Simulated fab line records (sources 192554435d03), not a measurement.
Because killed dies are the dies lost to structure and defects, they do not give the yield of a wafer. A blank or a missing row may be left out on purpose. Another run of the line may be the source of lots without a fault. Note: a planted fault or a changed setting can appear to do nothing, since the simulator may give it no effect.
Matching of chambers    flow n5 finfet    N5_BEOL_M13_DEP_53 on pecvd-02: 3 sister chambers
The step deposits SiCN from 3MS/NH3, target thk 50 nm, time 17.8 s. 6 wafers are shown with their chamber, then 11 later ones without.

## WAFERS WITH THEIR CHAMBER
wafer   chamber  showerhead plenum p Torr (Torr)  throttle valve pct (%)
L082.1  1        4.138                            19.0
L082.3  0        4.156                            18.5
L082.4  2        4.174                            18.2
L082.5  1        4.135                            18.6
L082.6  0        4.158                            18.5
L092.3  2        4.167                            18.4

## WAFERS WITHOUT THEIR CHAMBER
wafer   showerhead plenum p Torr (Torr)  throttle valve pct (%)
L092.5  4.154                            18.6
L092.6  4.164                            18.2
L093.1  4.160                            18.4
L093.3  4.134                            17.1
L093.6  4.157                            18.8
L094.1  4.158                            18.5
L094.3  4.165                            18.2
L094.4  4.161                            18.6
L097.2  4.149                            18.7
L097.3  4.175                            18.5
L097.6  4.173                            18.3

## THE CHAMBER EACH PASSED THROUGH
wafer    from the rows above       in truth
L092.5   0                         0
L092.6   can't be placed: 2 or 0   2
L093.1   0                         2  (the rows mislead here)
L093.3   can't be placed: 1 or 0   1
L093.6   0                         0
L094.1   0                         0
L094.3   can't be placed: 2 or 0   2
L094.4   0                         0
L097.2   can't be placed: 0 or 1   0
L097.3   2                         2
L097.6   2                         2
Placed correctly: 6 of 11. From these rows, 4 cannot be placed; in 4 the true chamber is one of the candidates. Number placed wrongly: 1.
How it was worked out, from the rows above alone: a wafer's distance from a chamber is the root of the sum, over the readings, of the square of ((its reading less the chamber's mean) divided by the reading's scatter). The wafer belongs to the nearest chamber; if the next one is less than 2 further off, it can't be placed. The mean given for a chamber averages the wafers shown for that chamber. How the scatter is found: for the shown wafers, subtract from each reading the mean of its chamber, square and add these, divide the total by (wafers less chambers), then take the root.
